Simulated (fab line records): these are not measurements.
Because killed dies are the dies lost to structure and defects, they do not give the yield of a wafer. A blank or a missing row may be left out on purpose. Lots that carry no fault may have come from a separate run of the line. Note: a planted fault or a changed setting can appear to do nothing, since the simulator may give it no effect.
Split-lot study | flow n5_finfet | 39 wafers read across 7 lots, on a route 1938 steps long

## ABOUT THE SPLIT
At N5_PASSIVATION_PECVD_35 (deposits SiNx from SiH4/NH3/N2, target thk 700 nm, time 151.3 s), the setting time_s was moved away from the recipe's 151.3 s on 15 of the 39 wafers read, by -56.9% to +29.2%. This setting was run at the recipe's value on the other wafers.

The reading comes from the split's own step.

## THE READING
SiNx_of_PASSIVATION_PECVD_35.thk_nm (the simulator's own value, which no gauge read), in nm, at N5_PASSIVATION_PECVD_35 (deposits SiNx from SiH4/NH3/N2, target thk 700 nm, time 151.3 s). There is no usual value for it anywhere in the file. The 24 wafers here that ran the recipe average 698.0 nm, standard deviation 11 nm.

wafer  | tool, chamber at the split | time_s as run, s | against the recipe | SiNx_of_PASSIVATION_PECVD_35.thk_nm, nm | against lot-mates on the recipe
L075.1 | pecvd-02, 1                | 80.55            | -46.8%             | 357.4                                   | -333.1
L075.2 | pecvd-02, 0                | 80.55            | -46.8%             | 359                                     | -331.5
L075.3 | pecvd-02, 2                | 151.3            | recipe             | 679.6                                   | -
L075.4 | pecvd-02, 2                | 151.3            | recipe             | 694.8                                   | -
L075.5 | pecvd-02, 0                | 151.3            | recipe             | 697                                     | -
L075.6 | pecvd-02, 1                | 80.55            | -46.8%             | 361.2                                   | -329.3
L077.1 | pecvd-04, 0                | 151.3            | recipe             | 689.6                                   | -
L077.2 | pecvd-04, 1                | 151.3            | recipe             | 691.8                                   | -
L077.3 | pecvd-04, 2                | 80.65            | -46.7%             | 363                                     | -330.1
L077.4 | pecvd-04, 1                | 151.3            | recipe             | 697.8                                   | -
L077.5 | pecvd-04, 0                | 80.65            | -46.7%             | 389.4                                   | -303.7
L077.6 | pecvd-04, 2                | 80.65            | -46.7%             | 381.8                                   | -311.3
L078.3 | pecvd-01, 0                | 151.3            | recipe             | 701.8                                   | -
L078.4 | pecvd-01, 2                | 151.3            | recipe             | 722                                     | -
L078.6 | pecvd-01, 0                | 151.3            | recipe             | 729.6                                   | -
L079.1 | pecvd-01, 0                | 65.24            | -56.9%             | 298.4                                   | -401.1
L079.2 | pecvd-01, 1                | 65.24            | -56.9%             | 294                                     | -405.5
L079.3 | pecvd-01, 2                | 151.3            | recipe             | 696.8                                   | -
L079.4 | pecvd-01, 0                | 151.3            | recipe             | 698.2                                   | -
L079.5 | pecvd-01, 1                | 151.3            | recipe             | 703.4                                   | -
L079.6 | pecvd-01, 2                | 65.24            | -56.9%             | 312.2                                   | -387.3
L084.1 | pecvd-04, 1                | 151.3            | recipe             | 686                                     | -
L084.2 | pecvd-04, 2                | 151.3            | recipe             | 695.6                                   | -
L084.3 | pecvd-04, 0                | 151.3            | recipe             | 700.6                                   | -
L084.4 | pecvd-04, 0                | 151.3            | recipe             | 709.2                                   | -
L084.5 | pecvd-04, 1                | 151.3            | recipe             | 696                                     | -
L084.6 | pecvd-04, 2                | 151.3            | recipe             | 702.2                                   | -
L092.1 | pecvd-01, 1                | 114.3            | -24.5%             | 510                                     | -187.8
L092.2 | pecvd-01, 2                | 151.3            | recipe             | 701.4                                   | -
L092.3 | pecvd-01, 0                | 151.3            | recipe             | 692                                     | -
L092.4 | pecvd-01, 0                | 151.3            | recipe             | 700                                     | -
L092.5 | pecvd-01, 1                | 114.3            | -24.5%             | 531                                     | -166.8
L092.6 | pecvd-01, 2                | 114.3            | -24.5%             | 536.8                                   | -161.0
L097.1 | pecvd-04, 2                | 195.5            | +29.2%             | 893.6                                   | +204.8
L097.2 | pecvd-04, 0                | 195.5            | +29.2%             | 905.8                                   | +217.0
L097.3 | pecvd-04, 1                | 151.3            | recipe             | 679.4                                   | -
L097.4 | pecvd-04, 1                | 151.3            | recipe             | 690.2                                   | -
L097.5 | pecvd-04, 0                | 195.5            | +29.2%             | 918.6                                   | +229.8
L097.6 | pecvd-04, 2                | 151.3            | recipe             | 696.8                                   | -

THE FIT
A straight line over all 39 wafers: SiNx_of_PASSIVATION_PECVD_35.thk_nm changes by +7.03 nm for each +1% of time_s; r = +1.00; the points scatter about the line by 11 nm.
The same after taking each lot's own level away (the mean of its wafers on the recipe; 39 wafers): +7.03 nm for each +1%; r = +1.00; scatter 9.4 nm.
On that fit, the largest move of time_s shifts the reading by 4e+02 nm.
Measured against the standard deviation above, the lots' own levels, which go from 688.80 to 717.80 nm, span 2.7 times it.
The two slopes are in agreement: the lot-to-lot level therefore moves the slope only a little.
Check: with one of the wafers moved furthest among these (-56.9%) left out of the fit, the line predicts -398 nm for it against its lot-mates. Against them it came out at -401 nm.

## OTHER SPLITS APPLIED TO THESE WAFERS
Note: prior to the reading, these wafers also went through further splits. Each is held against what the fit with the lots' levels taken away leaves over:
other split on the same wafers  | wafers away from the commonest value | r with SiNx_of_PASSIVATION_PECVD_35.thk_nm (lot level and that fit taken away)
N5_BEOL_M14_DEP_53 target_thk_a | 15                                   | +0.01

## FILE'S OWN FIT
SiNx_of_PASSIVATION_PECVD_35.thk_nm changes by +7 nm for each +1% of time_s, r = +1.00.
